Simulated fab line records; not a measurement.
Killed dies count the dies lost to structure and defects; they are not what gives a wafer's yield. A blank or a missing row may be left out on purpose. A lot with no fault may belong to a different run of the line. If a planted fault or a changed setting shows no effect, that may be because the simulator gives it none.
fab line records	flow n5Finfet
[record] lots = 5	wafers = 15	lastDay = 17
route steps=1938 shown BEOL_M6@1261 BEOL_M7@1263
lots that met no fault: taken from a fault-free run of the same line
startH: start of the lot's first displayed wafer, in hours after the record's first day	waitH: hours elapsed since this lot's preceding step	" as in the row above	L1.1+2: a row that stands for several wafers	- either no value or no given start	* or withheld: withheld	< > ~ a bound
route shown NAME@n: names a module that has steps shown in the file, with the first one's number in the route	usual: mean/standard deviation of fault-free wafers	same: alike in all rows	chamber/n: place in a boat	sites: each site's reading	_std_site: standard deviation across them	_edge_site: outer sites' mean less inner sites'	radiusMm: for every site, how far away it sits from the centre of the wafer	mask NAME#n: copy n	behind: the most recent tool/chamber to have shaped the wafer	hold: what put the lot on hold/how long, in hours/how the hold closed	device: which transistor (n, p or np) failed to switch	end of line: at the end of the route, the tests of the same wafers	step lacking rows: just its recipe	killed: not the wafer's yield, but the dies lost to structure and defects at the first sort	map: the dies of a wafer, with x for killed, . for not killed, _ for no die there
set.NAME: the setting as run; set.NAME@STEP: as run at that earlier step	model.NAME: the simulator's own value behind a step, which no gauge read
a table for each step, a row for each wafer; lots at some steps of the route
services: a tool's chamber out of use, with start hour (startH, from the record's first day; less than 0 if before it), hours out, and reason
[[steps]]
[step N5_BEOL_M6_RS_MEAS_57]
[recipe] thkMeasGauge = four-point-probe	reads = Cu_of_BEOL_M6_ECD_50+Co_of_BEOL_M6_CVD_78+TaN_of_BEOL_M6_ALD_77
[usual] M6_RS = 0.285/0.0066
lot.wafer	tool	chamber	startH	waitH	M6_RS[ohm/sq]
L457.1	filmMetro-01	-	197.93	0.1	0.275
L457.3	"	-	"	"	0.287
L457.4	"	-	"	"	0.277
L463.1	filmMetro-01	-	233.59	0.1	0.304
L463.3	"	-	"	"	0.297
L463.4	"	-	"	"	0.284
L468.3	filmMetro-01	-	258.42	0.1	0.279
L468.5	"	-	"	"	0.273
L468.6	"	-	"	"	0.287
L470.3	filmMetro-01	-	283.76	0.1	0.281
L470.5	"	-	"	"	0.293
L470.6	"	-	"	"	0.278
L478.1	filmMetro-01	-	327.15	0.1	0.290
L478.2	"	-	"	"	0.287
L478.4	"	-	"	"	0.289
[step N5_BEOL_M6_INSPECT_58]
[recipe] inspectInstrument = darkfield	mode = postDep
[usual] rawDefectCount = 74/26
lot.wafer	tool	chamber	startH	waitH	rawDefectCount
L457.1	defectInspect-02	-	197.95	0.0	65
L457.3	"	-	"	"	50
L457.4	"	-	"	"	62
L463.1	defectInspect-01	-	233.62	0.0	65
L463.3	"	-	"	"	84
L463.4	"	-	"	"	112
L468.3	defectInspect-02	-	258.45	0.0	81
L468.5	"	-	"	"	81
L468.6	"	-	"	"	77
L470.3	defectInspect-02	-	283.78	0.0	102
L470.5	"	-	"	"	120
L470.6	"	-	"	"	103
L478.1	defectInspect-02	-	327.18	0.0	67
L478.2	"	-	"	"	94
L478.4	"	-	"	"	139
[step N5_BEOL_M7_ILD_DEP_00]
[recipe] material = SiCOH_lowk	targetThkA = 1797.5	tempC = 300	precursor = DEMS/porogen	pressureTorr = 5	rfW = 500	timeS = 33.4
[usual] heaterPowerW = 318/43	showerheadPlenumPTorr = 5.737/0.017	throttleValvePct = 13.7/0.82
lot.wafer	tool	chamber	startH	waitH	heaterPowerW	showerheadPlenumPTorr	throttleValvePct
L457.1	pecvd-04	2	197.99	0.0	392	5.747	13.6
L457.3	"	1	"	"	345	5.735	12.8
L457.4	"	2	"	"	300	5.745	13.3
L463.1	pecvd-01	1	233.66	0.0	288	5.710	13.7
L463.3	"	0	"	"	296	5.724	13.8
L463.4	"	0	"	"	307	5.705	14.0
L468.3	pecvd-02	0	258.48	0.0	344	5.767	14.4
L468.5	"	1	"	"	355	5.760	14.3
L468.6	"	2	"	"	283	5.749	12.3
L470.3	pecvd-02	0	283.82	0.0	357	5.745	14.3
L470.5	"	1	"	"	356	5.765	14.2
L470.6	"	2	"	"	248	5.733	12.6
L478.1	pecvd-04	0	327.21	0.0	303	5.729	15.2
L478.2	"	1	"	"	343	5.722	13.0
L478.4	"	2	"	"	339	5.756	13.3
[step N5_BEOL_M7_CURE_74]
[recipe] tempC = 385	timeS = 240	ambient = He/Ar	material = SiCOH_lowk
[usual] lampPowerPct = 52.32/0.052	wafer_temp_C_max = 387.0/0.77
lot.wafer	tool	chamber	startH	waitH	lampPowerPct	wafer_temp_C_max
L457.1	uvCure-02	0	198.06	0.0	52.33	385.7
L457.3	"	0	"	"	52.37	385.9
L457.4	"	0	"	"	52.30	385.5
L463.1	uvCure-01	0	233.72	0.0	52.34	386.7
L463.3	"	0	"	"	52.24	386.6
L463.4	"	0	"	"	52.37	386.7
L468.3	uvCure-01	1	258.71	0.2	52.28	387.1
L468.5	"	1	"	"	52.34	387.8
L468.6	"	1	"	"	52.29	388.1
L470.3	uvCure-01	1	284.04	0.2	52.32	388.6
L470.5	"	1	"	"	52.35	388.1
L470.6	"	1	"	"	52.38	387.0
L478.1	uvCure-01	2	327.28	0.0	52.30	387.6
L478.2	"	2	"	"	52.33	387.5
L478.4	"	2	"	"	52.30	388.1
[step N5_BEOL_M7_THK_MEAS_01]
[recipe] reads = SiCOH_lowk_of_BEOL_M7_ILD_DEP_00
[usual] M7_ILD_THK = 154.9/2.2
lot.wafer	tool	chamber	startH	waitH	M7_ILD_THK[nm]
L457.1	filmMetro-02	-	198.57	0.4	156.2
L457.3	"	-	"	"	157.0
L457.4	"	-	"	"	158.3
L463.1	filmMetro-02	-	234.23	0.4	152.1
L463.3	"	-	"	"	153.0
L463.4	"	-	"	"	157.8
L468.3	filmMetro-02	-	259.06	0.3	157.0
L468.5	"	-	"	"	158.2
L468.6	"	-	"	"	159.8
L470.3	filmMetro-01	-	284.40	0.3	153.8
L470.5	"	-	"	"	154.5
L470.6	"	-	"	"	155.2
L478.1	filmMetro-01	-	327.79	0.4	154.0
L478.2	"	-	"	"	152.6
L478.4	"	-	"	"	158.3
[step N5_BEOL_M7_PECVD_70]
[recipe] material = SiO2	targetThkA = 200	tempC = 400	precursor = TEOS/O2	pressureTorr = 5.5	rfW = 450	teosFlowSccm = 53.8	gas = O2	flowSccm = 3000	timeS = 22.7
[step N5_BEOL_M7_HM_DEP_02]
[recipe] material = TiN	targetThkA = 200	tempC = 25	chamberPressurePa = 0.49996
[usual] throttleValvePct = 29.7/1.1
lot.wafer	tool	chamber	startH	waitH	throttleValvePct
L457.1	pvdSputter-02	-	199.96	1.3	29.0
L457.3	"	-	"	"	30.5
L457.4	"	-	"	"	30.0
L463.1	pvdSputter-01	-	235.41	1.1	28.7
L463.3	"	-	"	"	29.0
L463.4	"	-	"	"	31.0
L468.3	pvdSputter-02	-	259.89	0.8	29.5
L468.5	"	-	"	"	29.4
L468.6	"	-	"	"	29.3
L470.3	pvdSputter-02	-	285.67	1.2	29.1
L470.5	"	-	"	"	29.3
L470.6	"	-	"	"	30.4
L478.1	pvdSputter-03	-	330.34	2.5	31.4
L478.2	"	-	"	"	27.8
L478.4	"	-	"	"	31.5
[step N5_BEOL_M7_COAT_59]
[recipe] resist = SOC	tempC = 250	timeS = 60	spinRpm = 1500	resistThkNm = 100
[step N5_BEOL_M7_COAT_60]
[recipe] resist = SiARC	tempC = 220	timeS = 60	spinRpm = 1500	resistThkNm = 35
[step N5_BEOL_M7_COAT_05]
[recipe] resist = CAR-ArF	spinRpm = 1500	resistThkNm = 90
[step N5_BEOL_M7_EBR_07]
[recipe] solvent = PGMEA	ebrWidthMm = 1.5
[step N5_BEOL_M7_SOFTBAKE_06]
[recipe] tempC = 110	timeS = 60	resist = CAR-ArF
[step N5_BEOL_M7_EXPOSE_08]
[recipe] maskId = M7	na = 1.35	sourceShape = dipole	sigmaInner = 0.817	sigmaOuter = 0.97	polarization = te	doseMj = 68.25
[usual] exposureDoseMJCm2 = 68.23/0.073
lot.wafer	tool	chamber	startH	waitH	mask	exposureDoseMJCm2
L457.1	arfiScanner-02	0	200.21	-	M7#0	68.25
L457.3	"	0	"	"	M7#0	68.17
L457.4	"	0	"	"	M7#0	68.21
L463.1	arfiScanner-01	0	235.78	-	M7#0	68.28
L463.3	"	0	"	"	M7#0	68.27
L463.4	"	0	"	"	M7#0	68.32
L468.3	arfiScanner-01	0	260.16	-	M7#0	68.57
L468.5	"	0	"	"	M7#0	68.76
L468.6	"	0	"	"	M7#0	68.72
L470.3	arfiScanner-03	0	285.92	-	M7#0	68.22
L470.5	"	0	"	"	M7#0	68.28
L470.6	"	0	"	"	M7#0	68.17
L478.1	arfiScanner-02	0	330.59	-	M7#0	68.14
L478.2	"	0	"	"	M7#0	68.22
L478.4	"	0	"	"	M7#0	68.26
[step N5_BEOL_M7_PEB_09]
[recipe] pebTempC = withheld	pebTimeS = 60	resist = CAR-ArF
[step N5_BEOL_M7_DEVELOP_10]
[recipe] developTimeS = 30	developer = TMAH	resist = CAR-ArF	rinseLiquid = diw	dry = airSpin	devTempC = 23
[step N5_BEOL_M7_CD_MEAS_11]
[recipe] targetCdNm = 38.5	landingEnergyEv = 500	detector = seInlens	polarity = opening
[usual] cdNm = 38.9/0.55
[same] landingEnergyEv = 500
lot.wafer	tool	chamber	startH	waitH	cdNm
L457.1	cdSem-01	0	200.34	-	38.4
L457.3	"	0	"	"	38.7
L457.4	"	0	"	"	38.9
L463.1	cdSem-03	0	235.91	-	38.5
L463.3	"	0	"	"	38.7
L463.4	"	0	"	"	39.2
L468.3	cdSem-01	0	260.27	-	38.2
L468.5	"	0	"	"	36.8
L468.6	"	0	"	"	37.9
L470.3	cdSem-02	0	286.04	-	39.4
L470.5	"	0	"	"	39.1
L470.6	"	0	"	"	39.1
L478.1	cdSem-02	0	330.72	-	38.5
L478.2	"	0	"	"	38.6
L478.4	"	0	"	"	39.3
[step N5_BEOL_M7_OVL_MEAS_12]
[recipe] pointsPerWafer = 44
[usual] M7_OVL = 0.2/0.81
lot.wafer	tool	chamber	startH	waitH	M7_OVL[nm]
L457.1	overlay-01	0	200.37	0.0	-0.6
L457.3	"	0	"	"	-1.2
L457.4	"	0	"	"	-1.0
L463.1	overlay-02	0	235.94	0.0	-0.2
L463.3	"	0	"	"	-1.1
L463.4	"	0	"	"	0.5
L468.3	overlay-02	0	260.31	0.0	0.7
L468.5	"	0	"	"	-0.8
L468.6	"	0	"	"	-0.2
L470.3	overlay-02	0	286.07	0.0	0.5
L470.5	"	0	"	"	0.7
L470.6	"	0	"	"	-0.5
L478.1	overlay-01	0	330.75	0.0	0.5
L478.2	"	0	"	"	0.7
L478.4	"	0	"	"	-0.6
[step N5_BEOL_M7_INSPECT_13]
[recipe] mode = adi	inspectInstrument = brightfield
[usual] rawDefectCount = 404/83
lot.wafer	tool	chamber	startH	waitH	rawDefectCount
L457.1	defectInspect-02	-	200.39	0.0	380
L457.3	"	-	"	"	543
L457.4	"	-	"	"	532
L463.1	defectInspect-02	-	235.97	0.0	293
L463.3	"	-	"	"	327
L463.4	"	-	"	"	428
L468.3	defectInspect-01	-	260.33	0.0	494
L468.5	"	-	"	"	494
L468.6	"	-	"	"	368
L470.3	defectInspect-02	-	286.09	0.0	440
L470.5	"	-	"	"	492
L470.6	"	-	"	"	459
L478.1	defectInspect-02	-	330.87	0.1	414
L478.2	"	-	"	"	451
L478.4	"	-	"	"	527
[step N5_BEOL_M7_DESCUM_16]
[recipe] chemistry = O2	timeS = 7.9	sourcePowerW = 50	biasPowerW = 20	pressureMtorr = 20	rfFrequencyHz = 2.712e+07	tempC = 40	resist = CAR-ArF	o2FlowSccm = 225
[usual] drypumpMotorCurrentA = 5.8/0.38	oesProductAu = 0.76/0.085	rfVppV = 242.8/1.5	showerheadPlenumPTorr = 2.07/0.084	tempC = 40.00/0.11	throttleValvePct = 20.52/0.27
lot.wafer	tool	chamber	startH	waitH	drypumpMotorCurrentA	oesProductAu	rfHoursCounterH	rfVppV	showerheadPlenumPTorr	tempC	throttleValvePct
L457.1	rieDiel-06	1	200.42	0.0	5.2	0.71	231	243.7	2.06	39.99	20.24
L457.3	"	3	"	"	6.2	0.74	164	243.8	2.08	39.92	20.88
L457.4	"	1	"	"	5.2	0.71	-	242.3	2.06	39.86	20.24
L463.1	rieDiel-01	1	236.00	0.0	6.1	0.70	229	242.4	2.06	39.87	20.65
L463.3	"	3	"	"	5.6	0.70	207	244.7	2.17	39.94	20.73
L463.4	"	0	"	"	6.2	0.71	226	241.1	1.98	39.88	20.62
L468.3	rieDiel-06	0	260.53	0.2	5.7	0.73	182	243.4	2.06	40.11	20.48
L468.5	"	3	"	"	6.2	0.73	-	242.1	2.08	39.89	20.91
L468.6	"	2	"	"	5.6	0.78	-	240.5	1.92	40.05	20.57
L470.3	rieDiel-05	2	286.23	0.1	6.2	0.95	4	246.4	2.24	39.91	19.93
L470.5	"	2	"	"	6.2	0.96	-	245.0	2.24	39.98	19.93
L470.6	"	1	"	"	6.0	0.72	-	245.0	2.07	40.11	20.22
L478.1	rieDiel-06	1	330.90	0.0	5.2	0.91	16	241.7	2.05	40.06	19.92
L478.2	"	2	"	"	5.7	0.75	178	238.2	1.91	39.84	20.59
L478.4	"	0	"	"	5.7	0.71	205	243.0	2.06	39.94	20.51
[step N5_BEOL_M7_ETCH_61]
[recipe] chemistry = CF4	target = SiARC	targetDepthA = 455	maskMaterial = CAR-ArF	timeS = 75.8	ionEnergyEv = 80	pressureMtorr = 40	sourceW = 545	biasW = 36	Ar_flow_sccm = 100	cf4FlowSccm = 100	ends = cleared
[usual] drypumpMotorCurrentA = 5.8/0.38	etchRfOnTimeS = 75.3/2.2	oesProductAu = 0.65/0.077	rfVppV = 183.8/1.3	showerheadPlenumPTorr = 2.12/0.082	throttleValvePct = 15.72/0.26
lot.wafer	tool	chamber	startH	waitH	drypumpMotorCurrentA	etchRfOnTimeS	oesProductAu	rfHoursCounterH	rfVppV	showerheadPlenumPTorr	throttleValvePct	model.BEOL_M7.cdOffsetNm
L457.1	rieDiel-06	1	200.46	0.0	5.2	76.3	0.60	231	183.5	2.12	15.57	-0.4
L457.3	"	3	"	"	6.2	76.2	0.63	164	182.7	2.13	15.99	0.4
L457.4	"	1	"	"	5.2	76.0	0.60	-	183.0	2.12	15.59	-0.2
L463.1	rieDiel-01	1	236.04	0.0	6.1	80.2	0.59	229	183.9	2.11	15.88	0.6
L463.3	"	3	"	"	5.6	74.6	0.61	207	184.0	2.21	15.88	0.2
L463.4	"	0	"	"	6.2	77.1	0.59	226	184.0	2.03	15.75	0
L468.3	rieDiel-06	0	260.56	0.0	5.7	77.3	0.62	182	182.0	2.13	15.80	-0.8
L468.5	"	3	"	"	6.2	76.2	0.61	-	185.4	2.13	16.04	-1.6
L468.6	"	2	"	"	5.7	73.6	0.67	-	180.4	1.98	15.77	-0.4
L470.3	rieDiel-05	2	286.26	0.0	6.2	72.7	0.83	4	185.5	2.28	15.07	0.6
L470.5	"	2	"	"	6.2	71.8	0.84	-	186.8	2.28	15.08	0.6
L470.6	"	1	"	"	6.0	73.3	0.62	-	183.5	2.13	15.56	0.4
L478.1	rieDiel-06	1	330.94	0.0	5.2	74.1	0.78	16	183.7	2.11	15.16	0.4
L478.2	"	2	"	"	5.6	73.5	0.66	178	182.7	1.97	15.81	0
L478.4	"	0	"	"	5.7	77.3	0.61	205	184.1	2.12	15.84	0.4
[step N5_BEOL_M7_ETCH_62]
[recipe] chemistry = N2/H2	target = SOC	targetDepthA = 1100	overetchA = 220	maskMaterial = SiARC	tempC = 40	timeS = 165	ionEnergyEv = 200	pressureMtorr = 30	sourceW = 840	biasW = 150	n2FlowSccm = 200	h2FlowSccm = 200
[usual] drypumpMotorCurrentA = 5.9/0.39	oesProductAu = 0.64/0.068	rfVppV = 523.2/2.9	showerheadPlenumPTorr = 2.52/0.1	tempC = 39.99/0.11	throttleValvePct = 17.9/0.31
lot.wafer	tool	chamber	startH	waitH	drypumpMotorCurrentA	oesProductAu	rfHoursCounterH	rfVppV	showerheadPlenumPTorr	tempC	throttleValvePct
L457.1	rieDiel-06	1	200.52	0.0	5.2	0.60	232	524.3	2.50	40.14	17.6
L457.3	"	3	"	"	6.2	0.63	164	523.9	2.53	40.09	18.3
L457.4	"	1	"	"	5.2	0.60	-	524.0	2.50	40.14	17.6
L463.1	rieDiel-01	1	236.09	0.0	6.1	0.61	229	523.4	2.49	40.05	18.0
L463.3	"	3	"	"	5.6	0.60	207	527.0	2.62	40.10	18.0
L463.4	"	0	"	"	6.2	0.60	226	519.9	2.40	40.00	18.1
L468.3	rieDiel-06	0	260.62	0.0	5.7	0.62	182	523.6	2.54	39.91	18.2
L468.5	"	3	"	"	6.2	0.61	-	522.6	2.53	39.96	18.3
L468.6	"	2	"	"	5.6	0.65	-	517.5	2.34	40.04	18.0
L470.3	rieDiel-05	2	286.32	0.0	6.2	0.81	4	529.0	2.70	39.79	17.1
L470.5	"	2	"	"	6.2	0.79	-	528.0	2.70	39.92	17.1
L470.6	"	1	"	"	6.0	0.60	-	524.0	2.52	40.03	17.7
L478.1	rieDiel-06	1	330.99	0.0	5.2	0.76	16	520.1	2.49	39.87	17.3
L478.2	"	2	"	"	5.6	0.64	178	519.6	2.33	40.08	18.0
L478.4	"	0	"	"	5.7	0.61	205	524.7	2.53	40.04	18.2
[[services]]
tool	chamber	startH	hours	kind
arfiScanner-01	-	175.44	3.0	pm
rieDiel-06	0	190.33	6.5	repair
pecvd-02	-	191.46	0.7	repair
arfiScanner-02	-	191.49	1.0	repair
rieDiel-06	2	195.78	28.7	repair
rieDiel-05	1	197.55	24.1	repair
pvdSputter-02	-	200.34	4.0	repair
arfiScanner-01	-	206.15	1.3	pm
pecvd-02	-	206.66	0.6	repair
arfiScanner-02	-	212.94	1.3	pm
arfiScanner-01	-	215.04	1.0	pm
arfiScanner-01	-	216.80	0.8	repair
pecvd-02	-	219.26	2.8	pm
pecvd-02	2	232.76	12.9	repair
arfiScanner-01	-	239.01	2.4	repair
arfiScanner-01	-	242.92	0.8	pm
arfiScanner-02	-	244.37	0.5	repair
rieDiel-05	1	244.64	5.5	repair
arfiScanner-02	-	245.07	0.8	repair
rieDiel-01	0	249.43	3.8	repair
rieDiel-01	2	265.90	16.8	repair
uvCure-01	-	275.03	7.5	pm
uvCure-01	-	293.87	3.6	repair
pvdSputter-02	-	322.06	8.6	repair
[[key]]
[firstSign] step = N5_BEOL_M7_EXPOSE_08	reading = exposureDoseMJCm2	direction = up	sigmas = 6.2	usual = 68.23	struck = 68.68
[effect] step = N5_BEOL_M7_CD_MEAS_11	reading = cdNm	direction = down	sigmas = 2.4	usual = 38.9	struck = 37.6	wafersMoved = 1	through = controlLoop
[modelEffect] step = N5_BEOL_M7_ETCH_61	value = BEOL_M7.cdOffsetNm	without = 0.06667	struck = -0.9333
metAt N5_BEOL_M7_EXPOSE_08
struckWafers L468.3,L468.5,L468.6
[loopTrim] step = N5_BEOL_M7_EXPOSE_08	setting = dose	lots = L468
onsetBetween 235.78 260.16
[fault] kind = processParameterDrift	tool = arfiScanner-01	chamber = -	onsetH = 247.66	steps = N5_BEOL_M7_EXPOSE_08	channel = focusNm	offset = 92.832	spreadByWafer = 0.3	shape = step	endH = 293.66
// loopTrim: a control loop set the setting to another value than it would have without faults
